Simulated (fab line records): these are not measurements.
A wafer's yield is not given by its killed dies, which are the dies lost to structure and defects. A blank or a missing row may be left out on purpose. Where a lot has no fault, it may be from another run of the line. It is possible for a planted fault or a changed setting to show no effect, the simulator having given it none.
Matching of chambers | flow nand_harc | NHARC_A_SLIT_ETCH_29 on rie_diel-01 has 4 sister chambers
The step etches the open film in CF4/O2, target depth 100 nm, overetch 10 nm, time 55 s. 22 wafers are shown with their chamber, then 11 later ones without.

WAFERS WITH THEIR CHAMBER
wafer  | chamber | drypump_motor_current_A (A) | rf_vpp_V (V) | rf_fwd_power_W (W)
L077.1 | 1       | 5.5                         | 196.9        | 294.8
L077.3 | 0       | 6.3                         | 198.7        | 297.3
L077.6 | 3       | 6.7                         | 196.4        | 296.8
L076.1 | 1       | 5.5                         | 198.1        | 295.1
L076.3 | 2       | 5.3                         | 198.0        | 296.3
L076.6 | 0       | 6.3                         | 199.0        | 297.0
L079.2 | 3       | 6.7                         | 196.0        | 295.6
L079.4 | 2       | 5.3                         | 198.7        | 296.6
L079.6 | 0       | 6.3                         | 197.2        | 296.7
L078.2 | 2       | 5.3                         | 198.5        | 295.8
L078.4 | 3       | 6.7                         | 194.6        | 296.9
L078.6 | 3       | 6.7                         | 196.2        | 295.3
L083.3 | 3       | 6.7                         | 195.1        | 295.5
L083.4 | 2       | 5.2                         | 198.7        | 297.1
L083.5 | 1       | 5.5                         | 199.0        | 295.5
L085.1 | 3       | 6.7                         | 197.2        | 296.2
L085.5 | 3       | 6.7                         | 196.4        | 295.8
L085.6 | 2       | 5.3                         | 198.3        | 297.2
L088.1 | 1       | 5.5                         | 197.4        | 295.7
L088.4 | 0       | 6.3                         | 198.1        | 296.4
L088.5 | 0       | 6.3                         | 199.9        | 297.3
L092.1 | 0       | 6.3                         | 199.1        | 296.8

SIGNATURES (means of the wafers above)
reading                 | chamber 0 | chamber 1 | chamber 2 | chamber 3 | scatter within a chamber
drypump_motor_current_A | 6.300     | 5.500     | 5.280     | 6.700     | 0.0211
rf_vpp_V                | 198.667   | 197.850   | 198.440   | 195.986   | 0.806
rf_fwd_power_W          | 296.917   | 295.275   | 296.600   | 296.014   | 0.521
Rule: for a wafer and a chamber, the distance is found by dividing, reading by reading, the gap between the wafer's reading and the chamber's mean by the reading's scatter, squaring, summing and taking the root. If the next closest chamber is less than 2 further off than the closest, the wafer can't be placed; otherwise it belongs to the closest. The scatter is the square root of a quotient: the sum, over the shown wafers, of each reading's squared deviation from its chamber's mean, divided by wafers minus chambers.

WAFERS MISSING THEIR CHAMBER
wafer  | drypump_motor_current_A (A) | rf_vpp_V (V) | rf_fwd_power_W (W)
L092.4 | 5.4                         | 197.5        | 294.5
L092.6 | 6.3                         | 198.8        | 296.1
L093.2 | 6.3                         | 198.7        | 297.3
L093.3 | 5.3                         | 199.3        | 296.1
L093.6 | 5.3                         | 199.8        | 296.0
L094.3 | 5.3                         | 199.1        | 297.8
L094.5 | 5.3                         | 199.7        | 298.1
L094.6 | 6.6                         | 196.8        | 294.6
L095.2 | 6.3                         | 198.2        | 295.8
L095.3 | 6.7                         | 195.6        | 295.0
L095.5 | 5.2                         | 199.7        | 295.9

WHICH CHAMBER EACH WENT THROUGH
wafer  | from the rows above | in truth
L092.4 | 1                   | 1
L092.6 | 0                   | 0
L093.2 | 0                   | 0
L093.3 | 2                   | 2
L093.6 | 2                   | 2
L094.3 | 2                   | 2
L094.5 | 2                   | 2
L094.6 | 3                   | 3
L095.2 | 0                   | 0
L095.3 | 3                   | 3
L095.5 | 2                   | 2
11 of 11 placed correctly. Left unplaced by these rows: 0. Placed wrongly: 0.
